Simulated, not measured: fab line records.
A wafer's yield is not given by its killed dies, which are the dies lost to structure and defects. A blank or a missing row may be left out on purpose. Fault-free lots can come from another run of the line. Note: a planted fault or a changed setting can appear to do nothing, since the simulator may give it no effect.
The same fault as seen by 2 desks / flow n5Finfet / each desk holds nothing but its own numbers, with what lay behind them at the end

METROLOGY DESK
What the gauges read for every lot (on any tool): the sampled wafers with a number, averaged. A lot is out of limits, marked OUT, if its mean lies more than 4 standard deviations from the usual mean; the brackets give that distance. Readings shown: 7 of its 10, picked as those furthest out on some lot.
Columns: A = DIBL_N at N5_BEOL_M4_RC_MEAS_101, usual 35.1 mV/V; B = IOFF_P at N5_BEOL_M4_RC_MEAS_101, usual 0.21 nA/um; C = ION_N at N5_BEOL_M4_RC_MEAS_101, usual 671 uA/um; D = ION_P at N5_BEOL_M4_RC_MEAS_101, usual 463 uA/um; E = SS_N at N5_BEOL_M4_RC_MEAS_101, usual 71.2 mV/dec; F = VT_N at N5_BEOL_M4_RC_MEAS_101, usual 251 mV; G = VT_P at N5_BEOL_M4_RC_MEAS_101, usual -250 mV
lot=L246; first seen here=day 8 09:57; A=32.6; B=0.17; C=659; D=460; E=71.1; F=253; G=-251
lot=L249; first seen here=day 9 06:34; A=33.7; B=0.14; C=660; D=453; E=70.4; F=254; G=-257
lot=L252; first seen here=day 10 21:08; A=34.9; B=0.15; C=656; D=450; E=71.5; F=256; G=-258
lot=L254; first seen here=day 11 08:31; A=35.3; B=0.20; C=675; D=463; E=71.5; F=251; G=-252
lot=L258; first seen here=day 12 19:33; A=35.0; B=0.21; C=676; D=469; E=71.5; F=251; G=-249
lot=L260; first seen here=day 13 04:05; A=37.0; B=0.27; C=670; D=466; E=71.6; F=252; G=-245
lot=L265; first seen here=day 14 18:48; A=36.0; B=0.23; C=668; D=465; E=71.3; F=251; G=-249
lot=L266; first seen here=day 14 19:01; A=35.7; B=0.22; C=677; D=459; E=71.3; F=250; G=-249
lot=L268; first seen here=day 15 04:52; A=35.0; B=0.22; C=668; D=466; E=71.1; F=249; G=-248
Result from this desk: across the 9 lots, nothing is out of limits.

THE TOOL OWNER'S DESK: aldSin-02
The tool's own readings at N5_BEOL_M1_ALD_98 (deposits SiO2, target thk 2.5 nm, pulse time 1 s, co reactant pulse time 1 s): means of the sampled wafers that have a number, for each lot that ran on this tool. A lot is out of limits, marked OUT, if its mean lies more than 4 standard deviations from the usual mean; the brackets give that distance.
Columns: A = heaterPowerW at N5_BEOL_M1_ALD_98, usual 77 W; B = precursorPulseHeightRel at N5_BEOL_M1_ALD_98, usual 0.997
lot=L246; first seen here=day 6 13:11; A=70; B=1.002
lot=L249; first seen here=day 7 14:51; A=69; B=1.016
lot=L252; first seen here=day 7 22:31; A=65; B=0.998
lot=L254; first seen here=day 8 19:41; A=68; B=1.007
Result from this desk: across the 4 lots, nothing is out of limits.

PUT TOGETHER
Nothing out of limits was seen by the metrology desk.
Nothing out of limits was seen by the tool owner's desk.

WHAT THE SIMULATOR HAD INSERTED
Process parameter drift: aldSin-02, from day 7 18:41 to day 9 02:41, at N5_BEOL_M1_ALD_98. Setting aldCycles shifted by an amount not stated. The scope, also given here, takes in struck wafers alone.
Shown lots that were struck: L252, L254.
